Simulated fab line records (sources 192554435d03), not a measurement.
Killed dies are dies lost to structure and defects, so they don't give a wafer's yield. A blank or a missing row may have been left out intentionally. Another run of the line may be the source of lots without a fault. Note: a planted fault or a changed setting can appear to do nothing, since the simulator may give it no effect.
Struck lot and sound lot, side by side | flow n5 finfet | 35 out of 1938 route steps
Sound: these wafers, L200.1, L200.3, L200.4. Struck: wafers L208.1, L208.4 (left out: L208.5, a lot-mate that was not struck); the cause follows at the end.
At each step with rows: each side's tool, then ch and its chambers, then its first start. Under that, the readings that differ: sound wafers | struck wafers | difference of the means | sigmas: that difference in standard deviations of wafers without a fault.
alike: readings whose means differ by less than 2 such deviations, and words and numbers that are the same on both sides. not compared: withheld readings, readings that some wafer has no value for, bounds like >300 that may hide the same value, and numbers for which the record gives no deviation and whose values overlap.
Wherever a step has rows on one side only, a row that says differs or no value, or a row with sigmas, the two part there. Non-overlapping numbers with no deviation appear without sigmas and do not part them. A reading that every wafer of one side lacks parts them only if that side has two wafers or more.

first, 9 steps without rows for these wafers: N5_BEOL_M13_SOFTBAKE_23 (time 60 s); N5_BEOL_M13_EXPOSE_25 (exposes mask M13, target cd 210 nm); N5_BEOL_M13_PEB_26 (peb time 90 s); N5_BEOL_M13_DEVELOP_27 (develop time 45 s); N5_BEOL_M13_HARDBAKE_32 (time 120 s); N5_BEOL_M13_DESCUM_33 (chemistry O2, time 7.9 s); N5_BEOL_M13_ETCH_67 (etches SiARC in CF4, target depth 143 nm, time 238.3 s); N5_BEOL_M13_ETCH_68 (etches SOC in N2/H2, time 355 s); N5_BEOL_M13_STRIP_69 (strips in N2/H2).
N5_BEOL_M13_TRENCH_ETCH_34: etches SiOC in C4F8/O2/Ar, target depth 413.47 nm, time 162.6 s.
  sound on rie diel-03 ch 1,2,3, day 11 06:19; struck on rie diel-01 ch 2, day 12 08:36
  alike: drypump motor current A, oes product au, rf vpp V, showerhead plenum p Torr, throttle valve pct
  not compared: rf hours counter h
then, 24 steps without rows for these wafers: N5_BEOL_M13_STRIP_70 (strips in C4F8/O2/Ar); N5_BEOL_M13_STRIP_37 (strips in N2/H2); N5_BEOL_M13_ETCH_38 (etches SiCN in CF4/N2, target depth 67.5 nm, time 71.9 s); N5_BEOL_M13_PRECLEAN_39 (cleans in residue remover, time 60 s); N5_BEOL_M13_SRD_40 (time 30 s, dry time 30 s); N5_BEOL_M13_DEGAS_41 (time 60 s); N5_BEOL_M13_PRE_CLEAN_42 (time 30 s); N5_BEOL_M13_SPUTTER_43 (material TaN, target thk 15 nm, time 24.19 s); N5_BEOL_M13_SPUTTER_44 (material Ta, target thk 10 nm, time 16.13 s); N5_BEOL_M13_SPUTTER_45 (material Cu, target thk 80 nm, time 13.33 s); N5_BEOL_M13_ECD_47 (material Cu, target thk 936 nm); N5_BEOL_M13_ANNEAL_48 (time 90 s); N5_BEOL_M13_CMP_49 (polishes, stops on SiOC, t overpolish 17.1 s, target thk 420 nm); N5_BEOL_M13_PRE_CLEAN_52 (time 15 s); N5_BEOL_M13_DEP_53 (deposits SiCN from 3MS/NH3, target thk 50 nm, time 17.8 s); N5_BEOL_M14_ILD_DEP_00 (deposits SiO2 from TEOS/O2, target thk 1119.3 nm, time 237.4 s); N5_BEOL_M14_COAT_58 (time 60 s, resist thk 89 nm); N5_BEOL_M14_COAT_04 (resist thk 800 nm); N5_BEOL_M14_EBR_06; N5_BEOL_M14_SOFTBAKE_05 (time 60 s); N5_BEOL_M14_EXPOSE_07 (exposes mask V13); N5_BEOL_M14_PEB_08 (peb time 90 s); N5_BEOL_M14_DEVELOP_09 (develop time 45 s); N5_BEOL_M14_HARDBAKE_14 (time 120 s).
N5_PASSIVATION_PROBE_49:
  the record has rows for the struck wafers here (prober-02, day 13 20:41) and none for the sound ones

## WHERE THEY PART
Only at N5_PASSIVATION_PROBE_49, as far as this record shows.

WHY: whatever the simulator had introduced
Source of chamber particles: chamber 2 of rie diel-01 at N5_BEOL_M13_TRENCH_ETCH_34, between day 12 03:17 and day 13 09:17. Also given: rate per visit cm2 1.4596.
